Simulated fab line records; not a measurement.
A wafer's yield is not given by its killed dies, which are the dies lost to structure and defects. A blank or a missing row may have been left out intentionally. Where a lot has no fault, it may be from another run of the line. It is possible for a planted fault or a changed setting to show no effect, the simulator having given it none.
The same fault as seen by 2 desks + flow n5_finfet + each desk has only its own numbers; what lay behind them comes last

## AT THE TOOL OWNER'S DESK: rie_diel-01
The tool's own readings at N5_BEOL_M2_TRENCH_ETCH_37 (etches SiOC in C4F6/O2, target depth 55.555 nm, time 29.2 s): means of the sampled wafers that have a number, for each lot that ran on this tool. If a lot's mean is further than 4 standard deviations from the usual mean, the lot is out of limits and carries the mark OUT (the distance appears in the brackets).
Columns: A = bias_w at N5_BEOL_M2_TRENCH_ETCH_37, usual 185.0 W; B = drypump_motor_current_A at N5_BEOL_M2_TRENCH_ETCH_37, usual 5.5 A; C = oes_ar_750_au at N5_BEOL_M2_TRENCH_ETCH_37, usual 0.79 a.u.; D = oes_product_au at N5_BEOL_M2_TRENCH_ETCH_37, usual 0.79 a.u.; E = rf_vpp_V at N5_BEOL_M2_TRENCH_ETCH_37, usual 674 V; F = showerhead_plenum_p_Torr at N5_BEOL_M2_TRENCH_ETCH_37, usual 2.89 Torr; G = throttle_valve_pct at N5_BEOL_M2_TRENCH_ETCH_37, usual 20.87 %
| lot  | first seen here | A               | B   | C    | D    | E   | F    | G     |
|------|-----------------|-----------------|-----|------|------|-----|------|-------|
| L573 | day 6 16:11     | 185.5           | 5.7 | 0.76 | 0.77 | 673 | 2.81 | 20.85 |
| L575 | day 7 10:08     | 199.2 (+23) OUT | 5.6 | 0.82 | 0.84 | 716 | 2.92 | 20.89 |
| L578 | day 8 01:19     | 198.7 (+22) OUT | 5.6 | 0.75 | 0.76 | 713 | 2.80 | 20.87 |
| L588 | day 10 17:34    | 184.8           | 6.0 | 0.95 | 0.96 | 691 | 3.00 | 20.57 |
| L593 | day 11 19:53    | 185.1           | 5.7 | 0.81 | 0.82 | 685 | 3.00 | 21.13 |
| L594 | day 12 10:15    | 185.4           | 5.5 | 0.81 | 0.82 | 683 | 2.89 | 20.51 |
| L595 | day 12 16:51    | 184.6           | 5.8 | 0.80 | 0.79 | 670 | 2.90 | 21.05 |
This desk's finding: out of limits on L575, L578; first on L575, day 7 10:08 (bias_w at N5_BEOL_M2_TRENCH_ETCH_37). L573, L588, L593, L594, L595 stayed within limits.

## THE METROLOGY DESK
Lot by lot, what the gauges showed, no matter which tool ran the lot: averages of those sampled wafers that carry a number. If a lot's mean is further than 4 standard deviations from the usual mean, the lot is out of limits and carries the mark OUT (the distance appears in the brackets). Readings shown: 7 of its 10, picked as those furthest out on some lot.
Columns: A = DIBL_N at N5_BEOL_M4_RC_MEAS_101, usual 37.4 mV/V; B = DIBL_P at N5_BEOL_M4_RC_MEAS_101, usual 37.8 mV/V; C = IOFF_N at N5_BEOL_M4_RC_MEAS_101, usual 0.19 nA/um; D = ION_N at N5_BEOL_M4_RC_MEAS_101, usual 682 uA/um; E = ION_P at N5_BEOL_M4_RC_MEAS_101, usual 467 uA/um; F = SS_N at N5_BEOL_M4_RC_MEAS_101, usual 71.9 mV/dec; G = SS_P at N5_BEOL_M4_RC_MEAS_101, usual 73.6 mV/dec
| lot  | first seen here | A    | B    | C    | D   | E   | F    | G    |
|------|-----------------|------|------|------|-----|-----|------|------|
| L573 | day 7 13:59     | 36.2 | 37.3 | 0.19 | 671 | 457 | 71.9 | 74.0 |
| L576 | day 8 13:41     | 36.2 | 36.8 | 0.15 | 668 | 460 | 71.7 | 73.5 |
| L575 | day 8 17:21     | 36.3 | 34.9 | 0.16 | 678 | 462 | 71.8 | 73.2 |
| L578 | day 8 23:06     | 36.1 | 36.8 | 0.17 | 684 | 471 | 72.2 | 73.5 |
| L586 | day 11 14:48    | 37.2 | 37.8 | 0.19 | 672 | 448 | 71.4 | 73.9 |
| L588 | day 11 21:46    | 39.7 | 39.1 | 0.21 | 668 | 458 | 73.1 | 74.3 |
| L593 | day 13 00:13    | 36.9 | 37.0 | 0.20 | 706 | 489 | 71.2 | 73.8 |
| L594 | day 13 11:37    | 33.4 | 33.8 | 0.13 | 662 | 462 | 71.0 | 72.3 |
| L595 | day 14 03:58    | 35.6 | 36.6 | 0.15 | 663 | 454 | 71.8 | 73.0 |
Finding of this desk: none of the 9 lots has anything out of limits.

## ALL TOGETHER
The tool owner's desk had the chance to raise an alarm at day 7 10:08 on L575, L578.
The metrology desk saw nothing out of limits.
The metrology desk has L575, L578 on record, within its limits.
On rie_diel-01, each named lot ran N5_BEOL_M2_TRENCH_ETCH_37.

## WHAT WAS PUT IN BY THE SIMULATOR
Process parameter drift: rie_diel-01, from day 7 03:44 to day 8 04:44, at N5_BEOL_M2_TRENCH_ETCH_37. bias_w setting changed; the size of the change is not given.
Struck lots among those shown: L575, L578.
Each desk's first reading out of limits, in hours after the fault started: the tool owner's desk, 6.
